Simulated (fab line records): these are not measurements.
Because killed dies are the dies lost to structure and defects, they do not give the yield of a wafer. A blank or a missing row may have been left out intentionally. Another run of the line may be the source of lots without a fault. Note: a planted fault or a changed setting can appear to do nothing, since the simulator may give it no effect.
Split-lot study	flow n5 finfet	route with 1938 steps; 7 lots, 21 wafers read

SPLIT DETAILS
At N5_GATE_CUT_ETCH_58 (etches SiNx in CH3F/O2, target depth 17 nm, time 128.6 s), the setting time s was moved away from the recipe's 128.6 s on 7 of the 21 wafers read, by +6.7% to +9.3%. All remaining wafers had this setting at the recipe value.

The reading comes from the split's own step.

THE READING
etch.depth nm (the simulator's own value, which no gauge read), in nm, at N5_GATE_CUT_ETCH_58 (etches SiNx in CH3F/O2, target depth 17 nm, time 128.6 s). The file does not state a usual value for it. Across the 14 wafers here that went through the recipe, the average is 16.85 nm and the standard deviation 0.28 nm.

wafer	tool, chamber at the split	time s as run, s	against the recipe	etch.depth nm, nm	against lot-mates on the recipe
L074.1	rie diel-06, 0	137.2	+6.7%	18.21	no lot-mate on the recipe
L074.2	rie diel-06, 1	137.2	+6.7%	17.92	no lot-mate on the recipe
L074.5	rie diel-06, 3	137.2	+6.7%	18.4	no lot-mate on the recipe
L078.1	rie diel-02, 1	137.9	+7.2%	18.11	+1.66
L078.3	rie diel-02, 2	137.9	+7.2%	18.15	+1.70
L078.4	rie diel-02, 0	128.6	recipe	16.45	-
L079.1	rie diel-02, 0	128.6	recipe	16.46	-
L079.2	rie diel-02, 2	128.6	recipe	16.85	-
L079.6	rie diel-02, 3	128.6	recipe	16.93	-
L080.4	rie diel-02, 0	128.6	recipe	16.49	-
L080.5	rie diel-02, 0	128.6	recipe	16.76	-
L080.6	rie diel-02, 1	128.6	recipe	16.97	-
L084.2	rie diel-02, 2	128.6	recipe	16.93	-
L084.3	rie diel-02, 1	128.6	recipe	16.7	-
L084.4	rie diel-02, 1	128.6	recipe	16.68	-
L089.2	rie diel-04, 3	140.6	+9.3%	18.31	+1.07
L089.3	rie diel-04, 0	128.6	recipe	17.24	-
L089.4	rie diel-04, 1	140.6	+9.3%	18.43	+1.19
L091.1	rie diel-02, 2	128.6	recipe	16.84	-
L091.2	rie diel-02, 0	128.6	recipe	17.35	-
L091.6	rie diel-02, 0	128.6	recipe	17.23	-

THE FIT
A straight line over all 21 wafers: etch.depth nm changes by +0.177 nm for each +1% of time s; r = +0.93; the points scatter about the line by 0.26 nm.
The same after taking each lot's own level away (the mean of its wafers on the recipe; 18 wafers): +0.161 nm for each +1%; r = +0.91; scatter 0.28 nm.
Per that fit: largest time s move, reading shift of 1.5 nm.
Across the lots, their own levels run from 16.450 to 17.240 nm, a range of 2.9 times the standard deviation given above.
Thus the slope moves with the lot-to-lot level: the two fits are different.
Check: for one of the wafers moved furthest among these (+9.3%), held out of the fit, the line's prediction against its lot-mates is +1.72 nm. It came out at +1.07 nm against them.

OTHER SPLITS ON THESE WAFERS
Note: prior to the reading, these wafers also went through further splits. Each is held against what the fit with the lots' levels taken away leaves over:
other split on the same wafers	wafers away from the commonest value	r with etch.depth nm (lot level and that fit taken away)
N5_ILD0_ALD_15 ald cycles	6	-0.23

FILE'S OWN FIT
etch.depth nm changes by +0.162 nm for each +1% of time s, r = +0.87.
